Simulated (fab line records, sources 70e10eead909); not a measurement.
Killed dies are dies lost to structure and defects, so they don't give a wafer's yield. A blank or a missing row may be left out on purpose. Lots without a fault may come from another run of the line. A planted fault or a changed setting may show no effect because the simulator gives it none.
Chamber matching | flow nand_harc | NHARC_A_M0_DESCUM_14 on rie_diel-09: 4 sister chambers
The step chemistry O2, time 3 s. 16 wafers are shown with their chamber, then 8 later ones without.

WAFERS WITH THEIR CHAMBER
wafer  | chamber | drypump_motor_current_A (A) | oes_product_au (a.u.) | rf_vpp_V (V)
L078.1 | 2       | 5.9                         | 0.972                 | 58.3
L078.3 | 3       | 5.2                         | 1.018                 | 56.9
L078.5 | 3       | 5.2                         | 1.019                 | 57.5
L083.1 | 3       | 5.2                         | 1.005                 | 58.3
L083.2 | 2       | 5.9                         | 0.997                 | 58.0
L083.6 | 2       | 5.9                         | 0.988                 | 56.9
L081.3 | 1       | 5.3                         | 1.009                 | 59.5
L081.4 | 2       | 5.9                         | 1.001                 | 58.1
L081.6 | 0       | 5.2                         | 1.018                 | 58.0
L085.2 | 0       | 5.2                         | 1.009                 | 56.3
L085.3 | 2       | 5.9                         | 0.998                 | 58.2
L085.6 | 1       | 5.2                         | 1.011                 | 57.9
L088.2 | 2       | 5.9                         | 0.982                 | 58.3
L088.4 | 1       | 5.2                         | 1.007                 | 58.7
L088.5 | 0       | 5.2                         | 1.019                 | 57.7
L089.1 | 2       | 5.8                         | 0.989                 | 57.3

SIGNATURES (means of the wafers above)
reading                 | chamber 0 | chamber 1 | chamber 2 | chamber 3 | scatter within a chamber
drypump_motor_current_A | 5.200     | 5.233     | 5.886     | 5.200     | 0.0356
oes_product_au          | 1.01533   | 1.00900   | 0.98957   | 1.01400   | 0.00825
rf_vpp_V                | 57.333    | 58.700    | 57.871    | 57.567    | 0.691
Rule: a wafer's distance from a chamber is the root of the sum, over the readings, of the square of ((its reading less the chamber's mean) divided by the reading's scatter). The wafer belongs to the nearest chamber; if the next one is less than 2 further off, it can't be placed. The scatter: the root of (the sum of the squares of (reading less its chamber's mean) over the shown wafers, divided by (wafers less chambers)).

WAFERS WITHOUT THEIR CHAMBER
wafer  | drypump_motor_current_A (A) | oes_product_au (a.u.) | rf_vpp_V (V)
L089.3 | 5.2                         | 1.006                 | 56.3
L089.4 | 5.2                         | 1.005                 | 58.2
L090.3 | 5.2                         | 1.014                 | 56.3
L090.5 | 5.2                         | 1.001                 | 58.0
L090.6 | 5.2                         | 1.001                 | 56.5
L096.1 | 5.2                         | 1.012                 | 58.6
L096.2 | 5.2                         | 1.014                 | 59.0
L096.4 | 5.9                         | 0.991                 | 58.6

WHICH CHAMBER EACH WENT THROUGH
wafer  | from the rows above          | in truth
L089.3 | can't be placed: 0 or 3 or 1 | 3
L089.4 | can't be placed: 1 or 3 or 0 | 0
L090.3 | can't be placed: 0 or 3      | 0
L090.5 | can't be placed: 1 or 3 or 0 | 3
L090.6 | can't be placed: 0 or 3 or 1 | 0
L096.1 | can't be placed: 1 or 3 or 0 | 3
L096.2 | can't be placed: 1 or 3 or 0 | 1
L096.4 | 2                            | 2
Placed correctly: 1 of 8. Can't be placed from these rows: 7 (the true chamber is among the candidates in 7). Placed wrongly: 0.
